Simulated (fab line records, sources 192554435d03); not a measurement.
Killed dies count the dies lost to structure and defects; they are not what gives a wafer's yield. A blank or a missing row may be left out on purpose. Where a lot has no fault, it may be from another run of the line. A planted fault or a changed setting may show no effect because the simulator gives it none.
Which of the tools did it? | flow n5-finfet | 15 lots with 44 wafers sampled at 7 steps, on a route of 1938 steps

WHAT THE GAUGES READ, wafer by wafer
N5_BEOL_M11_OVL_MEAS_12.
lot  | measured     | on         | M11_OVL (nm)
L930 | day 10 06:57 | overlay-02 | -0.2 -0.2
L931 | day 10 09:37 | overlay-01 | 0.9 0.5 -0.4
L933 | day 10 21:38 | overlay-01 | -0.5 0.2 0.7
L935 | day 11 06:25 | overlay-01 | -1.0 -2.0 -1.6
L934 | day 11 08:35 | overlay-01 | 0.9 -0.1 1.0
L937 | day 11 16:18 | overlay-02 | 0.8 0.1 1.4
L939 | day 11 18:47 | overlay-01 | 0.9 -0.9 -0.5
L942 | day 13 06:03 | overlay-01 | 0.1 -0.2 -0.6
L943 | day 13 06:19 | overlay-01 | -0.2 -0.2 -0.2
L941 | day 13 07:02 | overlay-01 | -0.9 -2.5 0.0
L948 | day 14 15:08 | overlay-02 | -1.1 0.2 0.7
L949 | day 15 03:35 | overlay-01 | 0.6 0.1 0.1
L950 | day 15 06:55 | overlay-02 | 1.0 2.1 0.3
L951 | day 15 18:43 | overlay-01 | -0.9 -0.5 -0.6
L953 | day 15 21:31 | overlay-02 | 0.3 0.6 -0.9

N5_BEOL_M11_CD_MEAS_18: pitch 140 nm, target cd 70 nm.
lot  | measured     | on        | cd-nm (nm)
L930 | day 10 07:48 | cd-sem-03 | 68.6 69.5
L931 | day 10 10:47 | cd-sem-01 | 70.3 71.0 70.2
L933 | day 10 22:19 | cd-sem-01 | 69.1 69.7 70.0
L935 | day 11 07:13 | cd-sem-03 | 69.9 69.8 69.5
L934 | day 11 09:20 | cd-sem-03 | 70.8 71.1 70.3
L937 | day 11 16:58 | cd-sem-02 | 70.5 69.5 69.2
L939 | day 11 19:22 | cd-sem-02 | 70.9 69.9 69.7
L942 | day 13 06:36 | cd-sem-01 | - - -
L943 | day 13 06:49 | cd-sem-02 | - - -
L941 | day 13 07:32 | cd-sem-01 | - - -
L948 | day 14 15:47 | cd-sem-01 | 69.9 69.7 70.9
L949 | day 15 04:05 | cd-sem-02 | 69.4 69.8 70.4
L950 | day 15 07:31 | cd-sem-01 | 69.1 69.3 70.0
L951 | day 15 19:20 | cd-sem-02 | 69.3 69.4 69.5
L953 | day 15 22:01 | cd-sem-03 | 69.8 69.4 69.8

EACH LOT AND THE TOOL THAT RAN IT (in order: tool; ch and the chambers of the sampled wafers; start)
lot  | N5_BEOL_M10_ETCH_41                           | N5_BEOL_M10_CURE_72           | N5_BEOL_M11_ETCH_61                | N5_BEOL_M11_ETCH_62                | N5_BEOL_M11_HM_OPEN_17
L930 | rie-diel-05 ch 1, day 10 01:10 or earlier     | uv-cure-01 ch 1, day 10 01:10 | rie-diel-02 ch 1,3, day 10 07:21   | rie-diel-02 ch 1,3, day 10 07:24   | rie-metal-01 ch 0,1, day 10 07:35
L931 | rie-diel-04 ch 1,2,3, day 10 04:49 or earlier | uv-cure-01 ch 0, day 10 04:49 | rie-diel-02 ch 1,3, day 10 10:17   | rie-diel-02 ch 1,3, day 10 10:20   | rie-metal-03 ch 0,1, day 10 10:32
L933 | rie-diel-05 ch 1,2, day 10 15:52 or earlier   | uv-cure-02 ch 0, day 10 15:52 | rie-diel-01 ch 0,1,3, day 10 21:54 | rie-diel-01 ch 0,1,3, day 10 21:57 | rie-metal-03 ch 0,1, day 10 22:08
L935 | rie-diel-05 ch 0,2, day 11 01:21 or earlier   | uv-cure-01 ch 2, day 11 01:21 | rie-diel-03 ch 0,1, day 11 06:44   | rie-diel-03 ch 0,1, day 11 06:47   | rie-metal-02 ch 0,1, day 11 07:01
L934 | rie-diel-05 ch 0,1,2, day 11 04:16 or earlier | uv-cure-01 ch 1, day 11 04:16 | rie-diel-03 ch 1,2,3, day 11 08:55 | rie-diel-03 ch 1,2,3, day 11 08:58 | rie-metal-01 ch 0,1, day 11 09:09
L937 | rie-diel-04 ch 0,2,3, day 11 11:32 or earlier | uv-cure-03 ch 0, day 11 11:32 | rie-diel-02 ch 1,3, day 11 16:25   | rie-diel-02 ch 1,3, day 11 16:29   | rie-metal-01 ch 0,1, day 11 16:45
L939 | rie-diel-06 ch 0,1, day 11 14:23 or earlier   | uv-cure-01 ch 2, day 11 14:23 | rie-diel-01 ch 0,1,3, day 11 18:53 | rie-diel-01 ch 0,1,3, day 11 18:56 | rie-metal-02 ch 0,1, day 11 19:07
L942 | rie-diel-04 ch 1,2, day 13 01:51 or earlier   | uv-cure-02 ch 2, day 13 01:51 | rie-diel-02 ch 1,2,3, day 13 06:08 | rie-diel-02 ch 1,2,3, day 13 06:11 | rie-metal-01 ch 0,1, day 13 06:23
L943 | rie-diel-06 ch 0,1,3, day 13 02:04 or earlier | uv-cure-01 ch 1, day 13 02:04 | rie-diel-01 ch 0,1, day 13 06:24   | rie-diel-01 ch 0,1, day 13 06:27   | rie-metal-02 ch 0, day 13 06:38
L941 | rie-diel-05 ch 0,2,3, day 13 02:22 or earlier | uv-cure-03 ch 2, day 13 02:22 | rie-diel-03 ch 1,2,3, day 13 07:07 | rie-diel-03 ch 1,2,3, day 13 07:10 | rie-metal-02 ch 0,1, day 13 07:23
L948 | rie-diel-04 ch 0,2, day 14 08:55 or earlier   | uv-cure-01 ch 1, day 14 08:55 | rie-diel-01 ch 0,3, day 14 15:14   | rie-diel-01 ch 0,3, day 14 15:19   | rie-metal-03 ch 0,1, day 14 15:35
L949 | rie-diel-06 ch 0,2, day 14 20:05 or earlier   | uv-cure-02 ch 2, day 14 20:05 | rie-diel-03 ch 1,3, day 15 03:40   | rie-diel-03 ch 1,3, day 15 03:43   | rie-metal-01 ch 0,1, day 15 03:56
L950 | rie-diel-05 ch 0,1,2, day 15 00:23 or earlier | uv-cure-01 ch 1, day 15 00:23 | rie-diel-03 ch 1,3, day 15 07:01   | rie-diel-03 ch 1,3, day 15 07:04   | rie-metal-02 ch 0, day 15 07:15
L951 | rie-diel-06 ch 1,2, day 15 10:17 or earlier   | uv-cure-02 ch 0, day 15 10:17 | rie-diel-02 ch 2,3, day 15 18:49   | rie-diel-02 ch 2,3, day 15 18:52   | rie-metal-03 ch 1, day 15 19:03
L953 | rie-diel-06 ch 0,2,3, day 15 16:14 or earlier | uv-cure-03 ch 1, day 15 16:14 | rie-diel-01 ch 1,2,3, day 15 21:36 | rie-diel-01 ch 1,2,3, day 15 21:39 | rie-metal-01 ch 0,1, day 15 21:50
- N5_BEOL_M10_ETCH_41: etches SiCN in CH3F/O2, target depth 42.6 nm, time 86 s.
- N5_BEOL_M10_CURE_72: cures SiCOH lowk, time 120 s.
- N5_BEOL_M11_ETCH_61: etches SiARC in CF4, target depth 39 nm, time 65 s.
- N5_BEOL_M11_ETCH_62: etches SOC in N2/H2, target depth 110 nm, overetch 22 nm, time 165 s.
- N5_BEOL_M11_HM_OPEN_17: chemistry Cl2/BCl3, target TiN, target depth 20 nm, overetch 6 nm.

AS READ BY THE TOOLS THEMSELVES (means over the sampled wafers that have a number; for cases with no such wafer, the mark the record gives instead)
N5_BEOL_M10_ETCH_41.
lot  | tool        | CH3F_flow_sccm (sccm) | O2_flow_sccm (sccm) | drypump-motor-current-A (A) | oes-product-au (a.u.) | rf-fwd-power-W (W) | rf-vpp-V (V) | showerhead-plenum-p-Torr (Torr) | throttle-valve-pct (%)
L930 | rie-diel-05 | 29.96                 | 20.09               | 5.1                         | 0.86                  | 390.7              | 297.9        | 1.96                            | 16.20
L931 | rie-diel-04 | 30.01                 | 20.00               | 5.8                         | 0.78                  | 392.5              | 295.9        | 1.95                            | 16.42
L933 | rie-diel-05 | 30.03                 | 19.98               | 5.3                         | 0.84                  | 391.1              | 298.2        | 2.04                            | 16.08
L935 | rie-diel-05 | 30.04                 | 19.95               | 5.6                         | 0.81                  | 392.6              | 298.8        | 2.09                            | 16.25
L934 | rie-diel-05 | 29.90                 | 19.97               | 5.5                         | 0.81                  | 392.6              | 297.6        | 2.05                            | 16.32
L937 | rie-diel-04 | 30.00                 | 20.00               | 5.7                         | 0.74                  | 392.6              | 297.3        | 2.01                            | 16.53
L939 | rie-diel-06 | 30.11                 | 20.07               | 5.1                         | 0.72                  | 393.4              | 295.3        | 1.94                            | 16.54
L942 | rie-diel-04 | 30.06                 | 20.01               | 6.2                         | 0.78                  | 392.8              | 295.5        | 1.93                            | 16.47
L943 | rie-diel-06 | 30.01                 | 20.00               | 5.1                         | 0.78                  | 393.0              | 296.8        | 2.01                            | 16.52
L941 | rie-diel-05 | 29.99                 | 19.99               | 5.9                         | 0.82                  | 391.5              | 299.4        | 2.10                            | 16.26
L948 | rie-diel-04 | 29.94                 | 19.93               | 6.1                         | 0.85                  | 392.3              | 297.4        | 1.98                            | 16.43
L949 | rie-diel-06 | 29.96                 | 20.02               | 5.0                         | 0.70                  | 391.3              | 296.5        | 1.93                            | 16.53
L950 | rie-diel-05 | 29.99                 | 19.96               | 5.5                         | 0.78                  | 390.9              | 297.2        | 2.04                            | 16.38
L951 | rie-diel-06 | 30.03                 | 20.01               | 5.4                         | 0.68                  | 391.1              | 296.8        | 1.97                            | 16.67
L953 | rie-diel-06 | 30.00                 | 19.93               | 5.0                         | 0.74                  | 392.2              | 296.9        | 2.00                            | 16.50

N5_BEOL_M10_CURE_72.
lot  | tool       | lamp-power-pct (%) | wafer_temp_C_max
L930 | uv-cure-01 | 52.23              | 372.3
L931 | uv-cure-01 | 52.38              | 371.7
L933 | uv-cure-02 | 52.34              | 372.2
L935 | uv-cure-01 | 52.34              | 371.2
L934 | uv-cure-01 | 52.34              | 371.9
L937 | uv-cure-03 | 52.27              | 371.4
L939 | uv-cure-01 | 52.32              | 371.2
L942 | uv-cure-02 | 52.31              | 372.0
L943 | uv-cure-01 | 52.34              | 372.1
L941 | uv-cure-03 | 52.35              | 371.9
L948 | uv-cure-01 | 52.33              | 372.0
L949 | uv-cure-02 | 52.34              | 372.1
L950 | uv-cure-01 | 52.28              | 371.4
L951 | uv-cure-02 | 52.30              | 371.7
L953 | uv-cure-03 | 52.35              | 371.2

N5_BEOL_M11_ETCH_61.
lot  | tool        | bias-w (W) | cf4-flow-sccm (sccm) | drypump-motor-current-A (A) | etch-rf-on-time-s (s) | oes-product-au (a.u.) | rf-fwd-power-W (W) | rf-vpp-V (V) | showerhead-plenum-p-Torr (Torr) | throttle-valve-pct (%)
L930 | rie-diel-02 | 35.98      | 99.99                | 5.7                         | 65.0                  | 0.72                  | 538.6              | 185.2        | 2.21                            | 15.29
L931 | rie-diel-02 | 35.86      | 100.03               | 5.6                         | 64.7                  | 0.75                  | 537.1              | 185.3        | 2.23                            | 15.28
L933 | rie-diel-01 | 36.03      | 99.66                | 6.0                         | 64.2                  | 0.70                  | 539.3              | 184.5        | 2.19                            | 15.63
L935 | rie-diel-03 | 35.98      | 99.99                | 6.3                         | 66.1                  | 0.62                  | 537.7              | 184.2        | 2.21                            | 15.80
L934 | rie-diel-03 | 36.03      | 99.94                | 5.6                         | 65.7                  | 0.64                  | 539.3              | 183.6        | 2.18                            | 15.69
L937 | rie-diel-02 | 36.04      | 99.96                | 5.7                         | 64.8                  | 0.68                  | 538.3              | 183.9        | 2.17                            | 15.35
L939 | rie-diel-01 | 35.93      | 99.68                | 6.0                         | 63.6                  | 0.69                  | 540.4              | 184.6        | 2.19                            | 15.63
L942 | rie-diel-02 | -          | -                    | -                           | -                     | -                     | -                  | -            | -                               | -
L943 | rie-diel-01 | -          | -                    | -                           | -                     | -                     | -                  | -            | -                               | -
L941 | rie-diel-03 | -          | -                    | -                           | -                     | -                     | -                  | -            | -                               | -
L948 | rie-diel-01 | 36.10      | 99.85                | 6.0                         | 63.4                  | 0.68                  | 539.5              | 184.3        | 2.15                            | 15.72
L949 | rie-diel-03 | 35.99      | 100.44               | 6.0                         | 66.9                  | 0.59                  | 536.7              | 184.7        | 2.21                            | 15.88
L950 | rie-diel-03 | 35.96      | 100.07               | 6.0                         | 65.4                  | 0.58                  | 539.0              | 184.4        | 2.20                            | 15.86
L951 | rie-diel-02 | 36.00      | 100.13               | 6.1                         | 64.3                  | 0.79                  | 539.9              | 183.9        | 2.15                            | 15.32
L953 | rie-diel-01 | 36.05      | 100.35               | 6.0                         | 65.1                  | 0.62                  | 539.8              | 184.8        | 2.19                            | 15.59

N5_BEOL_M11_ETCH_62.
lot  | tool        | bias-w (W) | chamber-pressure-mTorr (mTorr) | drypump-motor-current-A (A) | n2-flow-sccm (sccm) | oes-product-au (a.u.) | rf-fwd-power-W (W) | rf-vpp-V (V) | showerhead-plenum-p-Torr (Torr) | throttle-valve-pct (%)
L930 | rie-diel-02 | 150.2      | 30.009                         | 5.7                         | 200.2               | 0.72                  | 832.7              | 525.5        | 2.62                            | 17.52
L931 | rie-diel-02 | 149.5      | 30.025                         | 5.7                         | 200.3               | 0.74                  | 834.9              | 526.9        | 2.66                            | 17.53
L933 | rie-diel-01 | 149.7      | 30.006                         | 6.0                         | 199.9               | 0.69                  | 839.7              | 525.7        | 2.59                            | 17.72
L935 | rie-diel-03 | 149.8      | 30.005                         | 6.2                         | 199.9               | 0.62                  | 840.6              | 526.1        | 2.61                            | 17.95
L934 | rie-diel-03 | 149.9      | 29.991                         | 5.6                         | 200.1               | 0.65                  | 837.1              | 525.0        | 2.58                            | 17.84
L937 | rie-diel-02 | 150.0      | 29.980                         | 5.7                         | 199.8               | 0.68                  | 839.2              | 524.7        | 2.59                            | 17.58
L939 | rie-diel-01 | 149.8      | 29.983                         | 6.0                         | 199.8               | 0.68                  | 836.6              | 525.1        | 2.58                            | 17.73
L942 | rie-diel-02 | 150.0      | 29.984                         | 5.9                         | 200.2               | 0.29                  | 838.5              | 524.7        | 2.59                            | 17.76
L943 | rie-diel-01 | 150.0      | 30.001                         | 5.9                         | 199.4               | 0.31                  | 839.8              | 527.6        | 2.63                            | 17.60
L941 | rie-diel-03 | 149.8      | 30.016                         | 5.6                         | 199.5               | 0.28                  | 836.6              | 524.8        | 2.58                            | 17.82
L948 | rie-diel-01 | 150.1      | 30.005                         | 6.0                         | 200.0               | 0.67                  | 837.0              | 524.0        | 2.54                            | 17.82
L949 | rie-diel-03 | 149.8      | 29.991                         | 6.0                         | 200.4               | 0.59                  | 838.9              | 526.5        | 2.62                            | 18.02
L950 | rie-diel-03 | 150.3      | 30.044                         | 6.0                         | 200.1               | 0.58                  | 837.0              | 525.9        | 2.62                            | 18.08
L951 | rie-diel-02 | 150.0      | 29.992                         | 6.2                         | 200.6               | 0.79                  | 836.6              | 524.7        | 2.58                            | 17.70
L953 | rie-diel-01 | 149.6      | 30.010                         | 6.0                         | 199.8               | 0.62                  | 836.0              | 525.3        | 2.59                            | 17.74

N5_BEOL_M11_HM_OPEN_17.
lot  | tool         | bcl3-flow-sccm (sccm) | drypump-motor-current-A (A) | oes-product-au (a.u.) | rf-fwd-power-W (W) | throttle-valve-pct (%)
L930 | rie-metal-01 | 21.79                 | 5.37                        | 0.78                  | 994                | 22.04
L931 | rie-metal-03 | 21.69                 | 5.59                        | 0.57                  | 995                | 22.48
L933 | rie-metal-03 | 21.79                 | 5.56                        | 0.57                  | 993                | 22.53
L935 | rie-metal-02 | 21.76                 | 5.38                        | 0.61                  | 991                | 22.30
L934 | rie-metal-01 | 21.83                 | 5.29                        | 0.75                  | 993                | 22.06
L937 | rie-metal-01 | 21.74                 | 5.40                        | 0.75                  | 993                | 22.01
L939 | rie-metal-02 | 21.76                 | 5.37                        | 0.62                  | 994                | 22.30
L942 | rie-metal-01 | 21.79                 | 5.29                        | 0.33                  | 994                | 22.73
L943 | rie-metal-02 | 21.69                 | 5.00                        | 0.29                  | 994                | 22.94
L941 | rie-metal-02 | 21.82                 | 5.67                        | 0.26                  | 994                | 22.95
L948 | rie-metal-03 | 21.72                 | 5.59                        | 0.56                  | 989                | 22.55
L949 | rie-metal-01 | 21.70                 | 5.30                        | 0.72                  | 994                | 22.09
L950 | rie-metal-02 | 21.70                 | 5.04                        | 0.63                  | 997                | 22.32
L951 | rie-metal-03 | 21.81                 | 5.59                        | 0.57                  | 994                | 22.45
L953 | rie-metal-01 | 21.74                 | 5.40                        | 0.71                  | 993                | 22.05

THE ANSWER, worked out from the rows above alone
Rule: what is usual is taken from the lots themselves. Put in order of their means at a reading, lots are off if they are a third of the lots or fewer, leave a main group of 4 or more, and stand apart from it by a gap of 3 or more times the standard deviation of the main group's means; of several such gaps the widest counts. Not used: any main group whose means are identical at the precision the tables above print for the reading. Also off: a lot with no number at a reading for which 4 or more lots have one. Where the step has rows for the other lots, those lots are counted as sound. After the gauges, taken in route order, come the tools' own readings; for these a lot's mean is taken, as printed above. The first step at which some lot is off is used, and at that step the reading that is off furthest; a lot without a number counts as furthest.
Off, at N5_BEOL_M11_CD_MEAS_18 on cd-nm: L942, L943, L941. Without a number there: L942, L943, L941. Main group: mean 69.8 nm, sd 0.46.
A tool fits if, at a process step before that reading, it ran every lot that is off, and no sound lot after the first of them. The gauges at N5_BEOL_M11_CD_MEAS_18 aren't tried: what is off there is off at N5_BEOL_M11_ETCH_61 too, on other tools, and a gauge's error can't cause that. N5_BEOL_M10_ETCH_41: start missing for some lots; hours and lot order therefore follow N5_BEOL_M10_CURE_72. No candidate that was tried fits.

WHAT WAS PUT IN BY THE SIMULATOR
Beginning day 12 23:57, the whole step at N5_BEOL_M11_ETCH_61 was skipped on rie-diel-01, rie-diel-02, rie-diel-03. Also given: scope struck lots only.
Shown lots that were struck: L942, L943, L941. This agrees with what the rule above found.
